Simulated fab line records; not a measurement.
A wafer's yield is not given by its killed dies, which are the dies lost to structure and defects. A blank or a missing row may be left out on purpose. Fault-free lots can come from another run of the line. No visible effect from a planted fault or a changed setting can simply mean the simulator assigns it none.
fab line records	flow nand_harc
record: lots: 12	wafers: 36	last_day: 33
route steps=1302 shown A_CHANNEL_HOLE_D2@589 A_CHANNEL_FILL_D2@614
lots with no fault: from the same line, run without faults
start_h: the number of hours between the record's first day and the start of the first shown wafer of the lot	wait_h: time in hours since the lot's previous step	" repeats the value in the row above	L1.1+2: several wafers, shown together as one row	- either no value or no given start	* or withheld: withheld	< > ~ a bound
route shown NAME@n: a module of which the file shows steps, and the number in the route of the first	usual: mean and standard deviation over wafers with no fault	same: alike in all rows	chamber/n: place in a boat	sites: per-site readings	_std_site: standard deviation of those values	_edge_site: outer sites' mean less inner sites'	radius_mm: how far each site lies from the wafer's centre	mask NAME#n: copy n	behind: the tool/chamber that last shaped the wafer	hold: why the lot was held/for how many hours/how that ended	device: transistor that didn't switch, given as n, p or np	end of line: the tests these same wafers got at the end of their route	for a step that has no rows: nothing shown but its recipe	killed: dies lost to structure and defects at the first sort, not the wafer's yield	map: per-die view of a wafer (x killed, . not killed, _ where there is no die)
set.NAME: the setting the step ran with; set.NAME@STEP: the setting that earlier step ran with	model.NAME: the simulator's own value behind a step, which no gauge read
route steps across a sampled set of lots; one table per step, one row per wafer
services: a tool's chamber out of use, with start hour (start_h, from the record's first day; less than 0 if before it), hours out, and reason
== steps ==
step: NHARC_A_CHANNEL_HOLE_D2_ETCH_16
recipe: target_depth_a: 31000	over_etch_frac: 0.3	time_s: 806	ion_energy_ev: 150	o2_flow_sccm: 400	cos_flow_sccm: 20	ar_flow_sccm: 0	rf_w: 500	bias_w: 300	chemistry: O2/COS
usual: drypump_motor_current_A: 5.6/0.35	oes_product_au: 1.000/0.014	rf_vpp_V: 313.9/1.9	showerhead_plenum_p_Torr: 3.11/0.12	throttle_valve_pct: 28.331/0.0089
lot.wafer	tool	chamber	start_h	wait_h	drypump_motor_current_A	oes_product_au	rf_hours_counter_h	rf_vpp_V	showerhead_plenum_p_Torr	throttle_valve_pct
L603.1	rie_diel-12	3	-	-	6.0	0.980	1.7	314.8	3.22	28.330
L603.6	"	0	"	"	5.7	0.997	-	312.3	3.03	28.332
L603.5	"	1	"	"	5.2	0.978	-	311.1	2.98	28.340
L604.1	rie_diel-08	0	-	-	5.9	0.981	7.3	312.6	2.96	28.330
L604.4	"	3	"	"	6.1	0.977	6.4	314.4	3.17	28.328
L604.5	"	0	"	"	5.9	0.992	-	310.0	2.96	28.345
L607.1	rie_diel-12	3	-	-	6.0	0.982	2.7	314.5	3.21	28.332
L607.3	"	1	"	"	5.2	0.981	2.3	312.0	2.98	28.327
L607.6	"	3	"	"	6.1	0.978	-	316.3	3.21	28.326
L606.4	rie_diel-05	3	-	-	5.4	1.018	5.7	314.3	3.08	28.325
L606.5	"	1	"	"	5.8	0.998	-	315.8	3.22	28.338
L606.6	"	2	"	"	5.9	0.999	-	317.6	3.29	28.334
L609.4	rie_diel-08	0	-	-	5.9	0.989	9.5	312.0	2.96	28.331
L609.3	"	1	"	"	4.9	0.996	10.3	313.4	2.98	28.338
L609.5	"	1	"	"	4.9	0.995	-	313.1	2.98	28.328
L610.4	rie_diel-05	0	-	-	5.7	1.011	7.0	314.9	3.25	28.332
L610.1	"	1	"	"	5.8	0.982	7.4	315.6	3.22	28.336
L610.6	"	1	"	"	5.8	0.987	-	315.8	3.22	28.332
L611.3	rie_diel-12	3	-	-	6.0	0.988	4.9	315.9	3.21	28.335
L611.1	"	0	"	"	5.7	1.011	4.9	312.8	3.03	28.333
L611.5	"	2	"	"	5.2	0.996	-	314.1	3.13	28.338
L614.3	rie_diel-12	1	-	-	5.2	0.972	6.2	311.5	2.98	28.328
L614.6	"	3	"	"	6.1	0.978	-	314.7	3.21	28.337
L614.5	"	0	"	"	5.7	1.008	-	313.5	3.03	28.320
L621.2	rie_diel-08	2	-	-	5.4	0.993	4.9	310.0	2.92	28.330
L621.1	"	3	"	"	6.1	1.012	4.8	315.4	3.16	28.331
L621.5	"	3	"	"	6.1	1.010	-	315.5	3.16	28.335
L623.3	rie_diel-08	3	-	-	6.1	1.015	5.9	314.1	3.16	28.341
L623.4	"	2	"	"	5.4	1.002	6.1	311.2	2.92	28.317
L623.6	"	0	"	"	5.9	0.992	-	310.1	2.96	28.325
L625.1	rie_diel-05	0	-	-	5.7	1.005	6.6	315.9	3.25	28.317
L625.2	"	3	"	"	5.4	1.006	6.6	314.0	3.07	28.345
L625.5	"	3	"	"	5.3	1.010	-	313.3	3.07	28.325
L626.4	rie_diel-08	3	-	-	6.1	1.009	9.1	314.3	3.16	28.330
L626.3	"	2	"	"	5.4	0.991	9.0	311.4	2.91	28.318
L626.5	"	0	"	"	5.9	0.990	-	312.0	2.96	28.335
step: NHARC_A_CHANNEL_HOLE_D2_INSPECT_40
usual: raw_defect_count: 295/88
lot.wafer	tool	chamber	start_h	wait_h	raw_defect_count
L603.1	defect_inspect-02	-	304.63	-	232
L603.5	"	-	"	"	270
L603.6	"	-	"	"	189
L604.1	defect_inspect-02	-	308.83	-	325
L604.4	"	-	"	"	425
L604.5	"	-	"	"	427
L606.4	defect_inspect-01	-	337.72	-	197
L606.5	"	-	"	"	223
L606.6	"	-	"	"	234
L607.1	defect_inspect-02	-	337.73	-	340
L607.3	"	-	"	"	399
L607.6	"	-	"	"	303
L609.3	defect_inspect-02	-	369.08	-	270
L609.4	"	-	"	"	304
L609.5	"	-	"	"	306
L610.1	defect_inspect-01	-	371.71	-	379
L610.4	"	-	"	"	550
L610.6	"	-	"	"	421
L611.1	defect_inspect-02	-	377.06	-	340
L611.3	"	-	"	"	311
L611.5	"	-	"	"	327
L614.3	defect_inspect-02	-	418.20	-	248
L614.5	"	-	"	"	278
L614.6	"	-	"	"	231
L621.1	defect_inspect-02	-	475.02	-	206
L621.2	"	-	"	"	159
L621.5	"	-	"	"	190
L623.3	defect_inspect-02	-	490.66	-	305
L623.4	"	-	"	"	321
L623.6	"	-	"	"	217
L625.1	defect_inspect-02	-	528.24	-	249
L625.2	"	-	"	"	278
L625.5	"	-	"	"	157
L626.3	defect_inspect-01	-	540.98	-	340
L626.4	"	-	"	"	183
L626.5	"	-	"	"	179
step: NHARC_A_CHANNEL_FILL_D2_ALD_14
recipe: target_thk_a: 25	pulse_time_s: 10	ald_cycles: 25	temp_c: 300	material: SiO2
usual: heater_power_w: 487/53	precursor_pulse_height_rel: 1.001/0.021	susceptor_temp_C: 300.00/0.19
lot.wafer	tool	chamber	start_h	wait_h	heater_power_w	precursor_pulse_height_rel	susceptor_temp_C
L603.1	ald_hk-01	0	311.90	0.1	535	0.996	299.96
L603.5	"	2	"	"	470	0.996	300.00
L603.6	"	3	"	"	433	1.028	299.96
L604.4	ald_hk-04	3	316.12	0.1	473	0.959	300.31
L604.1	"	0	"	"	578	0.996	300.12
L604.5	"	1	"	"	537	1.046	299.95
L606.4	ald_hk-04	0	344.96	0.0	581	1.006	299.75
L606.6	"	0	"	"	586	1.031	299.84
L606.5	"	1	"	"	524	0.995	300.46
L607.1	ald_hk-01	1	345.03	0.1	530	1.036	300.07
L607.3	"	2	"	"	473	1.006	300.03
L607.6	"	3	"	"	426	0.968	299.72
L609.3	ald_hk-04	3	376.27	0.0	479	0.991	299.73
L609.4	"	2	"	"	481	1.023	299.97
L609.5	"	3	"	"	462	0.988	299.80
L610.4	ald_hk-04	2	376.49	0.3	470	0.994	300.07
L610.1	"	1	"	"	509	0.997	300.20
L610.6	"	3	"	"	486	0.961	299.81
L611.3	ald_hk-03	0	384.30	0.0	440	0.988	299.76
L611.1	"	1	"	"	434	1.022	299.80
L611.5	"	0	"	"	442	0.984	299.84
L614.3	ald_hk-01	2	426.05	0.1	472	1.013	300.03
L614.6	"	1	"	"	536	1.024	300.05
L614.5	"	2	"	"	482	0.978	299.87
L621.2	ald_hk-03	3	482.70	0.0	527	0.978	297.64
L621.1	"	0	"	"	451	1.023	297.86
L621.5	"	0	"	"	452	0.951	297.65
L623.3	ald_hk-03	0	497.44	0.0	446	1.026	297.88
L623.4	"	2	"	"	375	0.996	297.15
L623.6	"	0	"	"	440	0.990	297.69
L625.2	ald_hk-01	3	535.49	0.1	423	1.026	299.91
L625.1	"	1	"	"	535	0.990	300.06
L625.5	"	2	"	"	491	1.004	299.89
L626.4	ald_hk-01	1	548.18	0.0	545	0.985	300.31
L626.3	"	2	"	"	480	0.983	300.07
L626.5	"	2	"	"	490	1.032	299.96
step: NHARC_A_CHANNEL_FILL_D2_ALD_15
recipe: target_thk_a: 20	pulse_time_s: 60	ald_cycles: 19	temp_c: 630	pressure_torr: 2	material: SiNx
usual: precursor_pulse_height_rel: 1.000/0.022	susceptor_temp_C: 630.0/0.32
lot.wafer	tool	chamber	start_h	wait_h	precursor_pulse_height_rel	susceptor_temp_C
L603.1	ald_sin_batch-03	0	-	-	1.002	630.1
L603.5	"	0	"	"	0.969	630.2
L603.6	"	0	"	"	1.003	629.9
L604.1	ald_sin_batch-02	0	-	-	0.992	629.7
L604.4	"	0	"	"	1.021	629.6
L604.5	"	0	"	"	1.002	629.7
L606.4	ald_sin_batch-01	0	-	-	0.946	630.0
L606.5	"	0	"	"	1.003	629.9
L606.6	"	0	"	"	0.985	630.2
L607.1	ald_sin_batch-01	0	-	-	1.008	630.3
L607.3	"	0	"	"	1.010	630.4
L607.6	"	0	"	"	1.007	630.2
L609.3	ald_sin_batch-01	0	-	-	1.002	-
L609.4	"	0	"	"	1.018	-
L609.5	"	0	"	"	0.999	-
L610.1	ald_sin_batch-01	0	-	-	1.027	-
L610.4	"	0	"	"	0.984	-
L610.6	"	0	"	"	1.013	-
L611.1	ald_sin_batch-01	0	-	-	0.992	630.7
L611.3	"	0	"	"	0.957	629.7
L611.5	"	0	"	"	0.983	630.4
L614.3	ald_sin_batch-01	0	-	-	1.030	-
L614.5	"	0	"	"	1.014	-
L614.6	"	0	"	"	1.047	-
L621.1	ald_sin_batch-01	0	-	-	1.015	630.0
L621.2	"	0	"	"	1.007	630.2
L621.5	"	0	"	"	1.013	630.0
L623.3	ald_sin_batch-01	0	-	-	1.000	630.2
L623.4	"	0	"	"	0.969	630.1
L623.6	"	0	"	"	1.014	630.2
L625.1	ald_sin_batch-03	0	-	-	1.030	630.5
L625.2	"	0	"	"	0.968	630.1
L625.5	"	0	"	"	1.003	629.9
L626.3	ald_sin_batch-03	0	-	-	1.012	-
L626.4	"	0	"	"	1.013	-
L626.5	"	0	"	"	1.021	-
== services ==
tool	chamber	start_h	hours	kind
rie_diel-08	0	297.80	-	clean
rie_diel-08	1	297.80	-	clean
rie_diel-08	2	297.80	-	clean
rie_diel-08	3	297.80	-	clean
ald_hk-01	0	300.99	10.0	vent_cycle
ald_hk-01	1	300.99	10.0	vent_cycle
ald_hk-01	0	310.99	-	clean
rie_diel-05	-	334.32	0.8	repair
rie_diel-12	1	335.99	2.9	repair
rie_diel-08	-	367.80	9.0	pm
ald_sin_batch-01	-	389.64	3.1	repair
rie_diel-05	-	406.64	9.0	pm
ald_sin_batch-03	-	416.37	10.6	repair
rie_diel-08	1	429.15	2.2	repair
ald_hk-04	-	433.68	10.0	pm
rie_diel-08	1	444.04	7.5	repair
rie_diel-12	-	445.40	9.0	pm
rie_diel-12	1	459.06	7.6	repair
ald_hk-01	-	471.82	2.8	repair
ald_sin_batch-01	-	506.00	26.0	pm
ald_hk-04	-	510.78	1.2	repair
rie_diel-12	3	513.77	10.1	repair
rie_diel-05	2	517.99	13.5	repair
rie_diel-08	-	544.80	9.0	pm
== key ==
first_sign: step: NHARC_A_CHANNEL_FILL_D2_ALD_14	reading: susceptor_temp_C	direction: down	sigmas: 13	usual: *	struck: *
effect none on later readings
met_at NHARC_A_CHANNEL_FILL_D2_ALD_14
struck_lots L621,L623
tester_left_out L621,L623
not_acting_at NHARC_A_CHANNEL_HOLE_D2_ETCH_16,NHARC_A_CHANNEL_HOLE_D2_INSPECT_40,NHARC_A_CHANNEL_FILL_D2_ALD_15
onset_between 384.30 482.70
fault: kind: process_parameter_drift	tool: ald_hk-03	chamber: -	onset_h: 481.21	steps: NHARC_A_CHANNEL_FILL_D2_ALD_14	channel: temp_c	offset: *	shape: step	end_h: 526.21	acts_in: *	stated: *
tester_left_out: of these lots the tester's yield and bins aren't shown, on N5 and GAA mostly nor the transistor test; their killed dies are dies lost to structure and defects alone, not to doping, threshold or leakage, so they don't give the yield
